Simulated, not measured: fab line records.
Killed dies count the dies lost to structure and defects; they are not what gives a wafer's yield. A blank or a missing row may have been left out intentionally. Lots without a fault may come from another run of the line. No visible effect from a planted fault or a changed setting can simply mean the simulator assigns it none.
Chamber matching | flow n5-finfet | N5_BEOL_M11_STRIP_67 on rie-diel-02 has 4 sister chambers
The step strips in CF4. 8 wafers are shown with their chamber, then 6 later ones without.

## WAFERS, EACH WITH ITS CHAMBER
wafer  | chamber | drypump-motor-current-A (A) | showerhead-plenum-p-Torr (Torr)
L971.1 | 2       | 5.44                        | 1.84
L971.2 | 3       | 5.80                        | 1.82
L969.6 | 3       | 5.81                        | 1.82
L974.5 | 0       | 5.80                        | 1.69
L974.6 | 1       | 6.33                        | 1.85
L982.2 | 0       | 5.83                        | 1.69
L982.3 | 1       | 6.33                        | 1.84
L982.4 | 2       | 5.46                        | 1.83

## WAFERS WITH NO CHAMBER GIVEN
wafer  | drypump-motor-current-A (A) | showerhead-plenum-p-Torr (Torr)
L984.1 | 5.84                        | 1.69
L984.4 | 5.82                        | 1.69
L984.5 | 6.31                        | 1.84
L986.3 | 6.32                        | 1.84
L986.4 | 5.81                        | 1.81
L986.5 | 6.33                        | 1.84

## CHAMBER TAKEN BY EACH
wafer  | from the rows above | in truth
L984.1 | 0                   | 0
L984.4 | 0                   | 0
L984.5 | 1                   | 1
L986.3 | 1                   | 1
L986.4 | 3                   | 3
L986.5 | 1                   | 1
Placed correctly: 6 of 6. Left unplaced by these rows: 0. Placed wrongly: 0.
How it was worked out, from the rows above alone: a wafer's distance from a chamber is the root of the sum, over the readings, of the square of ((its reading less the chamber's mean) divided by the reading's scatter). The wafer belongs to the nearest chamber; if the next one is less than 2 further off, it can't be placed. The mean given for a chamber averages the wafers shown for that chamber. How the scatter is found: for the shown wafers, subtract from each reading the mean of its chamber, square and add these, divide the total by (wafers less chambers), then take the root.
